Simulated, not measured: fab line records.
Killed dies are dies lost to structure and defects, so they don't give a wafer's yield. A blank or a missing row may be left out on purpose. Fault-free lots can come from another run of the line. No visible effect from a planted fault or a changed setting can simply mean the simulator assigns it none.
Split-lot experiment -- flow n5 finfet -- route with 1938 steps; 7 lots, 21 wafers read

THE SPLIT ITSELF
At N5_SD_EPI_N_EXPOSE_06 (exposes mask SD N BLK, target cd 120 nm), the setting dose mj was moved away from the recipe's 39.75 on 5 of the 21 wafers read, by +3.9% to +6.6%. This setting was run at the recipe's value on the other wafers.

FROM THE SPLIT TO THE READING: what the file shows between them, 2 steps
- N5_SD_EPI_N_PEB_07: peb time 60 s
- N5_SD_EPI_N_DEVELOP_08: develop time 30 s

THE READING
cd nm at N5_SD_EPI_N_CD_MEAS_09, given in nm (cd target 120 nm). Typical for fault-free wafers on this fab line: 119.3 nm, with standard deviation 0.67 nm.

wafer,"tool, chamber at the split",dose mj as run,against the recipe,"cd nm, nm",against lot-mates on the recipe
L076.1,"arfi scanner-01, 0",41.75,+5.0%,123.2,+4.0
L076.2,"arfi scanner-01, 0",39.75,recipe,120.2,-
L076.3,"arfi scanner-01, 0",39.75,recipe,118.2,-
L078.4,"arfi scanner-01, 0",39.75,recipe,120.1,-
L078.5,"arfi scanner-01, 0",39.75,recipe,119.8,-
L078.6,"arfi scanner-01, 0",39.75,recipe,119.6,-
L082.3,"arfi scanner-03, 0",39.75,recipe,120.0,-
L082.5,"arfi scanner-03, 0",39.75,recipe,120.3,-
L082.6,"arfi scanner-03, 0",42.19,+6.1%,124.2,+4.0
L085.2,"arfi scanner-03, 0",39.75,recipe,119.2,-
L085.3,"arfi scanner-03, 0",41.63,+4.7%,122.2,+3.2
L085.4,"arfi scanner-03, 0",39.75,recipe,118.7,-
L086.2,"arfi scanner-03, 0",39.75,recipe,119.5,-
L086.5,"arfi scanner-03, 0",41.29,+3.9%,122.3,+2.8
L086.6,"arfi scanner-03, 0",39.75,recipe,119.5,-
L089.1,"arfi scanner-02, 0",39.75,recipe,118.7,-
L089.2,"arfi scanner-02, 0",39.75,recipe,119.2,-
L089.4,"arfi scanner-02, 0",39.75,recipe,119.1,-
L091.1,"arfi scanner-02, 0",42.37,+6.6%,124.4,+4.5
L091.3,"arfi scanner-02, 0",39.75,recipe,120.2,-
L091.4,"arfi scanner-02, 0",39.75,recipe,119.6,-

FIT RESULTS
A straight line over all 21 wafers: cd nm changes by +0.722 nm for each +1% of dose mj; r = +0.95; the points scatter about the line by 0.57 nm.
The same after taking each lot's own level away (the mean of its wafers on the recipe; 21 wafers): +0.7 nm for each +1%; r = +0.97; scatter 0.39 nm.
That fit puts the effect of the largest move of dose mj on the reading at 4.6 nm.
Measured against the standard deviation above, the lots' own levels, which go from 118.95 to 120.15 nm, span 1.8 times it.
So the lot-to-lot level changes the slope little: the two slopes agree.
Check: +4.67 nm against its lot-mates is what the line predicts for one of the wafers moved furthest among these (+6.6%) when that wafer is left out of the fit. Against them it came out at +4.5 nm.

THE WHOLE CHAIN: every reading that the file lists as answering this split, in the file's order
step,what it does,reading,change (the file's fit),r (the file's)
N5_SD_EPI_N_CD_MEAS_09,target cd 120 nm,cd nm,+0.697 nm for each +1% of the setting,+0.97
N5_SD_EPI_N_DESCUM_14,"chemistry O2, time 7.9 s","SD_EPI_N.cd nm (the simulator's own value, which no gauge read)",+0.671 nm for each +1% of the setting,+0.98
N5_SD_EPI_N_ETCH_35,"etches SOC in N2/H2, overetch 108 nm, time 486 s","SD_EPI_N.cd nm (the simulator's own value, which no gauge read)",+0.566 nm for each +1% of the setting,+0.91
N5_SD_EPI_N_ETCHBACK_44,"etches SiNx in CH3F/O2, stops on SiO2, target depth 14.5 nm","SD_EPI_N.cd nm (the simulator's own value, which no gauge read)",+0.564 nm for each +1% of the setting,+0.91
N5_SD_EPI_N_ETCH_45,"etches SiOCN in CH3F/O2, target depth 6 nm","SD_EPI_N.cd nm (the simulator's own value, which no gauge read)",+0.551 nm for each +1% of the setting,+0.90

FILE'S OWN FIT
cd nm changes by +0.697 nm for each +1% of dose mj, r = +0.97.
